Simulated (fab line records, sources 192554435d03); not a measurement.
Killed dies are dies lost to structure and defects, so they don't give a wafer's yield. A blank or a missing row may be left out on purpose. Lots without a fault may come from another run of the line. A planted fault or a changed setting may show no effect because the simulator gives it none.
Problem report in the 8D (eight disciplines) form, filled by code | flow n5_finfet | the parts of the form that need people (team, actions taken, sign-off) are left out

1. THE PROBLEM
killed_at_M4_up at N5_PASSIVATION_PROBE_49 reads a mean of 134 on 2 wafers of 1 lot; wafers without a fault read 13 with a standard deviation of 5.2. That is +23 standard deviations from the usual mean.
First seen on wafer L660.4, day 16 07:28, on prober-01. The record holds 2 wafers of 1 lot with a number at this step. Rule for "out", or "out of limits": more than 4 standard deviations from the usual mean. The other wafers with a number count as sound.

2. WHAT IT IS AND WHAT IT IS NOT
question                    | is                                                                                                   | is not
which readings at this step | killed_at_M4_up, defect_limited_yield, killed_dies, sort_bin_5_function, sort_n_pass, sort_yield_pct | killed_at_M0_to_M3, killed_at_contacts, killed_at_front_end, killed_at_other, killed_open, killed_short, sort_bin_8_speed
which lots                  | L660                                                                                                 | -
which wafers of those lots  | all that have a number                                                                               | -
read on which tools         | prober-01                                                                                            | -
when                        | from day 16 07:28                                                                                    | up to then (0 sound wafers)

3. SUSPECTS, AND WHAT RULES EACH OUT
Counting: a tool at a process step up to the reading stays a suspect if it ran every lot that is out and no sound lot after the first of them.
- ald_metal-02 at N5_BEOL_M6_ALD_77 (deposits TaN, target thk 2 nm, pulse time 2 s, purge time 3 s): kept. It ran the lot that is out, L660 (day 12 14:04), and no sound lot after that.
- pvd_sputter-02 at N5_BEOL_M6_SURFACE_TREAT_79: kept. It ran the lot that is out, L660 (day 12 14:34), and no sound lot after that.
- pvd_sputter-02 at N5_BEOL_M6_SPUTTER_48 (material Cu, target thk 10 nm, time 1.667 s): kept. It ran the lot that is out, L660 (day 12 14:56), and no sound lot after that.
- pecvd-03 at N5_BEOL_M6_DEP_56 (deposits SiCN from 3MS/NH3, target thk 10 nm, time 17.5 s): kept. It ran the lot that is out, L660 (day 12 16:50), and no sound lot after that.
- pecvd-03 at N5_BEOL_M7_PECVD_70 (deposits SiO2 from TEOS/O2, target thk 20 nm, time 22.7 s): kept. It ran the lot that is out, L660 (day 12 18:05), and no sound lot after that.
- rie_diel-01 at N5_BEOL_M7_DESCUM_16 (chemistry O2, time 7.9 s): kept. It ran the lot that is out, L660 (day 12 19:22), and no sound lot after that.
- prober-01 at N5_PASSIVATION_PROBE_49: kept. It ran the lot that is out, L660 (day 16 07:28), and no sound lot after that. Its own readings are out on those wafers: defect_limited_yield, killed_at_M4_up, killed_dies, sort_bin_5_function, sort_n_pass, sort_yield_pct.
Left after counting: ald_metal-02 at N5_BEOL_M6_ALD_77, pvd_sputter-02 at N5_BEOL_M6_SURFACE_TREAT_79, pvd_sputter-02 at N5_BEOL_M6_SPUTTER_48, pecvd-03 at N5_BEOL_M6_DEP_56, pecvd-03 at N5_BEOL_M7_PECVD_70, rie_diel-01 at N5_BEOL_M7_DESCUM_16, prober-01 at N5_PASSIVATION_PROBE_49.

4. THE CAUSE (what the simulator had put in)
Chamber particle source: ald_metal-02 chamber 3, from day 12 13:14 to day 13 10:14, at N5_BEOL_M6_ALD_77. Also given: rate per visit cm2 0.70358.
Counting left 7 suspects, and this tool is among them.

5. THE CHAIN OF EFFECTS, in route order
Each row: a reading whose mean over the struck wafers that have a number lies more than 3 standard deviations from the usual. Only readings for which the record gives a usual standard deviation are gone through. hours: the time from each lot's start at the first step in this table that gives one to its start at this step, as a median over the lots. sigmas: the change in usual standard deviations.
hours | step                    | reading              | usual  | on struck wafers | change | sigmas
0     | N5_PASSIVATION_PROBE_49 | defect_limited_yield | 91.6 % | 81.7             | -9.9   | -8.3
0     | N5_PASSIVATION_PROBE_49 | killed_at_M4_up      | 13     | 134              | +121   | +23
0     | N5_PASSIVATION_PROBE_49 | killed_dies          | 99     | 216              | +118   | +7.8
0     | N5_PASSIVATION_PROBE_49 | sort_bin_5_function  | 4.9 %  | 11.2             | +6.3   | +8.2
0     | N5_PASSIVATION_PROBE_49 | sort_n_pass          | 1081   | 964              | -118   | -7.8
0     | N5_PASSIVATION_PROBE_49 | sort_yield_pct       | 91.6 % | 81.7             | -9.9   | -8.3
The process steps in it:
- N5_PASSIVATION_PROBE_49

6. WHAT WOULD HAVE CAUGHT IT SOONER
In this record the first reading out of limits was taken at day 16 07:28, 90 hours after the fault began at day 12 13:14.
Of the tool readings at N5_BEOL_M6_ALD_77 for which the record gives a usual standard deviation, none was out on any struck wafer, so an alarm limit of 4 standard deviations on them would not have fired.
All the lots that are out (1) had begun N5_BEOL_M6_ALD_77 on ald_metal-02 by day 16 07:28. A hold on the tool at that time would have spared none of them.
